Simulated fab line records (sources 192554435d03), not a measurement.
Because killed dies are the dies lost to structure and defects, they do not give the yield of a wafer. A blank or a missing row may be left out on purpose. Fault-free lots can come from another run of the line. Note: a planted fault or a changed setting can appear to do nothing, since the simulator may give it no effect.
Which tool did it?	flow n5_finfet	24 wafers from 9 lots sampled at 6 of the route's 1938 steps

WHAT THE GAUGES READ, wafer by wafer
N5_BEOL_M4_OVL_MEAS_29. Usual: V3_OVL typically reads -0.2 nm, with standard deviation 0.65.
lot	measured	on	V3_OVL (nm)	flag
L360	day 7 11:08	overlay-01	-0.1 0.4 0.6	
L363	day 8 04:29	overlay-02	0.2 -0.1 -0.3	
L364	day 9 01:20	overlay-01	-0.7 -1.4 -0.1	
L365	day 9 02:55	overlay-01	-1.2 -0.9 -0.5	
L367	day 9 11:14	overlay-01	0.5 -0.2 0.5	
L369	day 10 07:35	overlay-01	0.2 0.6 0.8	
L371	day 10 14:04	overlay-02	-1.2 -1.2	
L378	day 12 00:35	overlay-02	0.1 0.5	
L383	day 13 23:05	overlay-01	0.4 0.1	

N5_BEOL_M4_OCD_MEAS_38. Usual: trench_depth_nm 55.6 nm, standard deviation 1.
lot	measured	on	trench_depth_nm (nm)	flag
L360	day 7 22:10	ocd-02	55.2 56.6 55.8	
L363	day 8 06:10	ocd-02	54.7 55.1 58.0	
L364	day 9 03:53	ocd-01	56.2 54.6 53.8	
L365	day 9 05:50	ocd-01	55.1 56.7 56.8	
L367	day 9 12:43	ocd-02	56.5 54.8 55.4	
L369	day 10 09:54	ocd-02	55.2 57.6 56.6	
L371	day 10 19:56	ocd-02	54.6 56.6	
L378	day 12 03:19	ocd-01	41.6 54.6	OFF
L383	day 14 04:56	ocd-02	55.9 54.7	

N5_BEOL_M4_RC_MEAS_101. Usual: CHAIN_V3_max_site 243 ohm/link, standard deviation 11; DIBL_N 35.8 mV/V, standard deviation 1.5; DIBL_P 35.9 mV/V, standard deviation 1.8; IOFF_N 0.152 nA/um, standard deviation 0.025; IOFF_P 0.21 nA/um, standard deviation 0.031; ION_N 672 uA/um, standard deviation 11; ION_P 462 uA/um, standard deviation 7.4; SERP_M4_max_site 212 ohm/um, standard deviation 18; SS_N 71.5 mV/dec, standard deviation 0.52; SS_P 73.2 mV/dec, standard deviation 0.54; VT_N 250 mV, standard deviation 3; VT_P -250 mV, standard deviation 3.3.
lot	measured	on	CHAIN_V3_max_site (ohm/link)	DIBL_N (mV/V)	DIBL_P (mV/V)	IOFF_N (nA/um)	IOFF_P (nA/um)	ION_N (uA/um)	ION_P (uA/um)	SERP_M4_max_site (ohm/um)	SS_N (mV/dec)	SS_P (mV/dec)	VT_N (mV)	VT_P (mV)	flag
L360	day 8 04:01	prober-02	254 229 240	37.7 35.8 35.6	37.6 35.2 36.1	0.168 0.146 0.145	0.25 0.20 0.22	681 669 672	470 463 472	237 187 219	71.9 71.5 71.4	73.4 73.2 72.5	250 250 251	-247 -248 -248	
L363	day 8 10:41	prober-01	238 256 237	34.4 37.0 36.8	31.2 34.5 34.3	0.096 0.137 0.137	0.13 0.18 0.18	655 672 669	449 458 458	207 228 200	70.5 71.1 71.2	72.3 73.2 73.1	261 253 251	-260 -254 -255	
L364	day 9 07:46	prober-01	245 249 254	33.9 34.9 34.1	34.8 35.9 35.4	0.122 0.143 0.125	0.16 0.17 0.16	670 674 665	457 452 459	214 213 227	70.9 70.7 71.5	72.9 73.0 72.6	250 251 251	-254 -252 -256	
L365	day 9 10:22	prober-02	241 245 245	36.1 36.7 36.1	34.1 34.2 35.3	0.143 0.153 0.155	0.20 0.20 0.22	678 659 664	465 449 461	222 201 208	71.3 71.6 70.4	73.3 73.1 73.9	251 249 248	-249 -247 -247	
L367	day 9 17:10	prober-02	251 264 263	37.0 37.5 35.0	36.6 37.7 33.7	0.143 0.146 0.112	0.19 0.19 0.14	670 665 661	459 453 450	217 242 250	71.6 71.9 71.4	73.8 74.1 72.9	252 254 256	-255 -255 -259	
L369	day 10 14:59	prober-01	242 255 251	35.9 36.2 35.8	35.9 36.9 36.0	0.158 0.169 0.161	0.21 0.23 0.21	673 684 685	464 469 466	214 230 220	71.3 71.0 70.9	72.6 73.7 73.8	248 248 248	-245 -248 -251	
L371	day 11 00:23	prober-02	237 224	36.5 35.9	35.2 34.6	0.167 0.151	0.21 0.20	681 670	466 462	228 191	72.1 70.9	72.9 73.4	251 250	-246 -248	
L378	day 12 08:04	prober-02	~571 243	34.3 34.1	37.2 36.0	0.175 0.154	0.24 0.21	694 675	471 460	~5.4054e+05 231	71.1 71.2	72.5 72.7	245 250	-250 -248	
L383	day 14 09:00	prober-02	240 246	35.6 35.0	35.7 34.9	0.151 0.137	0.21 0.19	666 675	465 472	200 232	71.9 71.3	73.4 72.8	251 256	-251 -253	

TOOL THAT RAN EACH LOT (tool first, then ch and the chambers of the sampled wafers, then the start)
lot	N5_BEOL_M4_HM_DEP_02	N5_BEOL_M4_DESCUM_33	N5_BEOL_M4_TRENCH_ETCH_37
L360	pvd_sputter-02, day 7 09:45	rie_diel-03 ch 0,1,3, day 7 11:13	rie_diel-02 ch 0,2,3, day 7 22:10 or earlier
L363	pvd_sputter-01, day 8 03:02	rie_diel-04 ch 1,2, day 8 04:34	rie_diel-04 ch 0,1,2, day 8 06:10 or earlier
L364	pvd_sputter-03, day 8 23:20	rie_diel-03 ch 1,2,3, day 9 01:46	rie_diel-03 ch 0,1,2, day 9 03:53 or earlier
L365	pvd_sputter-03, day 9 00:58	rie_diel-04 ch 1,2, day 9 03:00	rie_diel-02 ch 0,1,2, day 9 05:50 or earlier
L367	pvd_sputter-01, day 9 09:40	rie_diel-03 ch 2,3, day 9 11:19	rie_diel-03 ch 0,1,2, day 9 12:43 or earlier
L369	pvd_sputter-02, day 10 06:01	rie_diel-04 ch 0,1,2, day 10 07:41	rie_diel-04 ch 0,1,2, day 10 09:54 or earlier
L371	pvd_sputter-02, day 10 12:37	rie_diel-02 ch 2,3, day 10 14:10	rie_diel-02 ch 0,1, day 10 19:56 or earlier
L378	pvd_sputter-02, day 11 22:55	rie_diel-04 ch 2,3, day 12 00:41	rie_diel-04 ch 1,3, day 12 03:19 or earlier
L383	pvd_sputter-01, day 13 21:11	rie_diel-02 ch 0,1, day 13 23:23	rie_diel-03 ch 0,1, day 14 04:56 or earlier
- N5_BEOL_M4_HM_DEP_02: deposits TiN, target thk 20 nm.
- N5_BEOL_M4_DESCUM_33: chemistry O2, time 7 s.
- N5_BEOL_M4_TRENCH_ETCH_37: etches SiOC in C4F6/O2, target depth 55.555 nm, time 29.2 s.

AS READ BY THE TOOLS THEMSELVES (means over the sampled wafers that have a number; for cases with no such wafer, the mark the record gives instead)
N5_BEOL_M4_HM_DEP_02. Usual: throttle_valve_pct 30.5 %, standard deviation 1.1.
lot	tool	throttle_valve_pct (%)	flag
L360	pvd_sputter-02	30.7	
L363	pvd_sputter-01	30.5	
L364	pvd_sputter-03	30.0	
L365	pvd_sputter-03	30.4	
L367	pvd_sputter-01	30.7	
L369	pvd_sputter-02	30.9	
L371	pvd_sputter-02	31.9	
L378	pvd_sputter-02	31.1	
L383	pvd_sputter-01	31.5	

N5_BEOL_M4_DESCUM_33. Usual: chamber_pressure_mTorr is 19.999 mTorr with standard deviation 0.018, drypump_motor_current_A is 5.5 A with standard deviation 0.48, oes_product_au is 0.82 a.u. with standard deviation 0.093, rf_vpp_V is 243.1 V with standard deviation 1.4, showerhead_plenum_p_Torr is 2.09 Torr with standard deviation 0.073, temp_c is 40.00 C with standard deviation 0.12, and throttle_valve_pct is 20.39 % with standard deviation 0.28.
lot	tool	chamber_pressure_mTorr (mTorr)	drypump_motor_current_A (A)	oes_product_au (a.u.)	rf_vpp_V (V)	showerhead_plenum_p_Torr (Torr)	temp_c (C)	throttle_valve_pct (%)	flag
L360	rie_diel-03	20.034	5.5	0.84	242.8	2.09	40.03	20.42	
L363	rie_diel-04	19.992	5.4	0.89	243.0	2.10	40.01	20.48	
L364	rie_diel-03	19.993	5.4	0.74	243.2	2.10	40.06	20.37	
L365	rie_diel-04	20.006	5.7	0.80	244.3	2.13	39.95	20.67	
L367	rie_diel-03	19.983	5.6	0.70	243.1	2.11	39.89	20.45	
L369	rie_diel-04	19.999	5.3	0.86	243.6	2.09	39.98	20.46	
L371	rie_diel-02	19.992	5.2	0.85	243.8	2.13	39.82	20.33	
L378	rie_diel-04	19.974	5.7	0.86	243.1	2.05	39.94	20.25	
L383	rie_diel-02	19.987	5.8	0.90	245.1	2.13	40.03	20.14	

N5_BEOL_M4_TRENCH_ETCH_37. Usual: C4F6_flow_sccm 9.997 sccm, standard deviation 0.03; chamber_pressure_mTorr 29.996 mTorr, standard deviation 0.027; drypump_motor_current_A 5.5 A, standard deviation 0.5; oes_product_au 0.82 a.u., standard deviation 0.092; rf_vpp_V 673 V, standard deviation 12; showerhead_plenum_p_Torr 2.82 Torr, standard deviation 0.093; throttle_valve_pct 20.8 %, standard deviation 0.34.
lot	tool	C4F6_flow_sccm (sccm)	chamber_pressure_mTorr (mTorr)	drypump_motor_current_A (A)	oes_product_au (a.u.)	rf_vpp_V (V)	showerhead_plenum_p_Torr (Torr)	throttle_valve_pct (%)	flag
L360	rie_diel-02	9.985	30.000	5.2	0.83	668	2.84	20.9	
L363	rie_diel-04	10.025	29.983	5.4	0.79	675	2.84	21.0	
L364	rie_diel-03	10.026	29.989	5.8	0.80	689	2.78	20.8	
L365	rie_diel-02	9.987	29.999	5.6	0.84	662	2.75	20.8	
L367	rie_diel-03	9.966	30.004	5.8	0.80	689	2.78	20.8	
L369	rie_diel-04	9.986	29.998	5.4	0.86	675	2.83	20.8	
L371	rie_diel-02	10.022	29.941	5.8	0.81	664	2.74	20.8	
L378	rie_diel-04	10.014	29.978	6.1	0.78	675	2.85	20.9	
L383	rie_diel-03	9.997	30.016	5.7	0.80	684	2.75	20.9	

THE ANSWER, worked out from the rows above alone
Rule: a lot is off if the mean of its wafers that have a number lies more than 3 standard deviations from the usual mean. A lot without any number at a reading at which 4 lots or more have one is off too. Where the step has rows for the other lots, those lots are counted as sound. Order of review: gauges by route order, followed by the tools' own readings, for which a lot's mean as printed above is used. The first step at which some lot is off is used, and at that step the reading that is off furthest; a lot without a number counts as furthest.
Off: L378, at N5_BEOL_M4_OCD_MEAS_38 (trench_depth_nm).
If a tool, at a process step before that reading, ran all the lots that are off and no sound lot after the first of them, it fits. Gauges at N5_BEOL_M4_OCD_MEAS_38: tried the same way as those tools. Because N5_BEOL_M4_TRENCH_ETCH_37 lacks a start for some lots, the hours and order of its lots are taken from N5_BEOL_M4_OCD_MEAS_38. Can't be told from this: 3 tools fit, pvd_sputter-02 at N5_BEOL_M4_HM_DEP_02, rie_diel-04 at N5_BEOL_M4_DESCUM_33 and N5_BEOL_M4_TRENCH_ETCH_37, ocd-01 at N5_BEOL_M4_OCD_MEAS_38.

WHAT WAS PUT IN BY THE SIMULATOR
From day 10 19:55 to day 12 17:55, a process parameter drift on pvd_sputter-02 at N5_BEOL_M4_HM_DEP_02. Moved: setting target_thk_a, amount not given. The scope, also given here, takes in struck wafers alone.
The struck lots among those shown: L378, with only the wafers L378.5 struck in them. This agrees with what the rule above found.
